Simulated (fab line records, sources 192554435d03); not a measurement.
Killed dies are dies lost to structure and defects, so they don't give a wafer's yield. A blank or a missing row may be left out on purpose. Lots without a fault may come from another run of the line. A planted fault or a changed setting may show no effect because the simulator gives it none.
fab line records | flow n5_finfet
record lots=7 wafers=21
route steps=1938 shown PASSIVATION@1921
start_h: hours from the record's first day to the start of the lot's first wafer shown | wait_h: hours since the lot's step before | " the same as in the row above | L1.1+2: a row that stands for several wafers | - no value, or no start given | * or withheld: withheld | < > ~ a bound
route shown NAME@n: a module of which the file shows steps, and the number in the route of the first | usual: mean/standard deviation of fault-free wafers | same: alike in all rows | chamber/n: place in a boat | sites: the reading at each site | _std_site: their standard deviation | _edge_site: outer sites' mean less inner sites' | radius_mm: how far each site lies from the wafer's centre | mask NAME#n: copy n | behind: the tool/chamber that last shaped the wafer | hold: why the lot was held/for how many hours/how that ended | device: the transistor (n, p or np) that didn't switch | end of line: the same wafers' tests at the end of the route | a step without rows: its recipe alone | killed: dies lost to structure and defects at the first sort, not the wafer's yield | map: a wafer's dies, x killed, . not, _ none there
set.NAME: the setting as run; set.NAME@STEP: as run at that earlier step | model.NAME: the simulator's own value behind a step, which no gauge read
lots whose settings were changed on purpose; a table a step, a row a wafer
## steps
# step N5_PASSIVATION_EXPOSE_41
# recipe mask_id=PASS_OPEN na=0.55 defocus_nm=0 source_shape=conventional sigma_outer=0.8 polarization=unpolarized target_cd_nm=40000 dose_mj=57.25
# columns lot.wafer tool chamber start_h wait_h mask set.dose_mj
L075.1 krf_scanner-02 0 274.23 - PASS_OPEN#0 61.47
L075.3+6 " 0 " " PASS_OPEN#0 57.25
L076.2 krf_scanner-01 0 282.77 - PASS_OPEN#0 58.81
L076.3+6 " 0 " " PASS_OPEN#0 57.25
L079.2+3+4 krf_scanner-02 0 309.74 - PASS_OPEN#0 57.25
L083.1 krf_scanner-02 0 313.56 - PASS_OPEN#0 61.2
L083.3+5 " 0 " " PASS_OPEN#0 57.25
L091.3 krf_scanner-01 0 383.63 - PASS_OPEN#0 57.25
L091.4+5 " 0 " " PASS_OPEN#0 58.68
L092.4+5 krf_scanner-01 0 385.30 - PASS_OPEN#0 57.25
L092.6 " 0 " " PASS_OPEN#0 55.82
L094.2+3+4 krf_scanner-01 0 406.18 - PASS_OPEN#0 57.25
# step N5_PASSIVATION_PEB_42
# recipe peb_temp_c=withheld peb_time_s=*
# step N5_PASSIVATION_DEVELOP_43
# recipe develop_time_s=60 rinse_liquid=diw dry=air_spin dev_temp_c=21
# step N5_PASSIVATION_HARDBAKE_45
# recipe temp_c=130 time_s=120
# step N5_PASSIVATION_CD_MEAS_44
# recipe target_cd_nm=40000 landing_energy_ev=500 detector=se_inlens
# usual cd_nm=40000/3.9
# columns lot.wafer tool chamber start_h wait_h set.dose_mj@PASSIVATION_EXPOSE_41 cd_nm
L075.1 cd_sem-02 0 274.41 - 61.47 40023
L075.3 " 0 " " 57.25 40004
L075.6 " 0 " " 57.25 39996
L076.2 cd_sem-02 0 282.94 - 58.81 40004
L076.3 " 0 " " 57.25 39999
L076.6 " 0 " " 57.25 40005
L079.2 cd_sem-02 0 309.92 - 57.25 40001
L079.3 " 0 " " 57.25 39997
L079.4 " 0 " " 57.25 39998
L083.1 cd_sem-02 0 313.74 - 61.2 40033
L083.3 " 0 " " 57.25 40004
L083.5 " 0 " " 57.25 40007
L091.3 cd_sem-02 0 383.80 - 57.25 40002
L091.4 " 0 " " 58.68 40007
L091.5 " 0 " " 58.68 40009
L092.4 cd_sem-03 0 385.46 - 57.25 39999
L092.5 " 0 " " 57.25 40002
L092.6 " 0 " " 55.82 39986
L094.2 cd_sem-02 0 406.35 - 57.25 40000
L094.3 " 0 " " 57.25 40005
L094.4 " 0 " " 57.25 39995
## key
split step=N5_PASSIVATION_EXPOSE_41 setting=dose_mj stated=57.25 by=wafer
response step=N5_PASSIVATION_CD_MEAS_44 reading=cd_nm change=+3.44 per=1% r=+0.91
